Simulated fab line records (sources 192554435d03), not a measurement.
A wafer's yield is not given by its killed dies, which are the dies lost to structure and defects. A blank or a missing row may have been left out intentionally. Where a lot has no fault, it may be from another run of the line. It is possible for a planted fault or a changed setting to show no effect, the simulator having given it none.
One fault seen from 2 desks	flow n5-finfet	what lay behind the numbers comes last; until then each desk has only its own

== AT THE METROLOGY DESK ==
Means of the sampled wafers that have a number, per lot and without regard to the tool the lot ran on: this is what the gauges read. If a lot's mean is further than 4 standard deviations from the usual mean, the lot is out of limits and carries the mark OUT (the distance appears in the brackets).
Columns: A = TV_OVL at N5_PASSIVATION_OVL_MEAS_60, usual 3 nm
lot	first seen here	A
L720	day 11 14:04	4
L721	day 11 21:23	5
L723	day 11 21:25	2
L724	day 12 10:58	2
L726	day 12 20:46	-7
L725	day 12 23:19	4
L727	day 13 18:43	2
L735	day 15 01:29	3
L733	day 15 01:56	-1
L734	day 15 12:42	4
L742	day 17 10:35	-2
L743	day 17 13:40	1
This desk's verdict: no lot among the 12 shows anything out of limits.

== AT THE TOOL OWNER'S DESK: rie-diel-03 ==
The tool's own readings at N5_BEOL_M15_ETCH_38 (etches SiCN in CF4/N2, target depth 106.4 nm, time 120.5 s): means of the sampled wafers that have a number, for each lot that ran on this tool. If a lot's mean is further than 4 standard deviations from the usual mean, the lot is out of limits and carries the mark OUT (the distance appears in the brackets).
Columns: A = drypump-motor-current-A at N5_BEOL_M15_ETCH_38, usual 5.91 A; B = oes-product-au at N5_BEOL_M15_ETCH_38, usual 0.78 a.u.; C = rf-vpp-V at N5_BEOL_M15_ETCH_38, usual 382.3 V; D = showerhead-plenum-p-Torr at N5_BEOL_M15_ETCH_38, usual 2.20 Torr; E = throttle-valve-pct at N5_BEOL_M15_ETCH_38, usual 15.41 %
lot	first seen here	A	B	C	D	E
L721	day 11 14:20	5.67	0.72	382.2	2.20	15.73
L724	day 12 02:07	5.74	0.74	381.2	2.17	15.65
L743	day 17 05:20	5.89	0.83	383.4	2.23	15.18
This desk's verdict: no lot among the 3 shows anything out of limits.

== TAKEN TOGETHER ==
The metrology desk saw nothing out of limits.
The desk of the tool owner found nothing out of limits.

== WHAT WAS PUT IN BY THE SIMULATOR ==
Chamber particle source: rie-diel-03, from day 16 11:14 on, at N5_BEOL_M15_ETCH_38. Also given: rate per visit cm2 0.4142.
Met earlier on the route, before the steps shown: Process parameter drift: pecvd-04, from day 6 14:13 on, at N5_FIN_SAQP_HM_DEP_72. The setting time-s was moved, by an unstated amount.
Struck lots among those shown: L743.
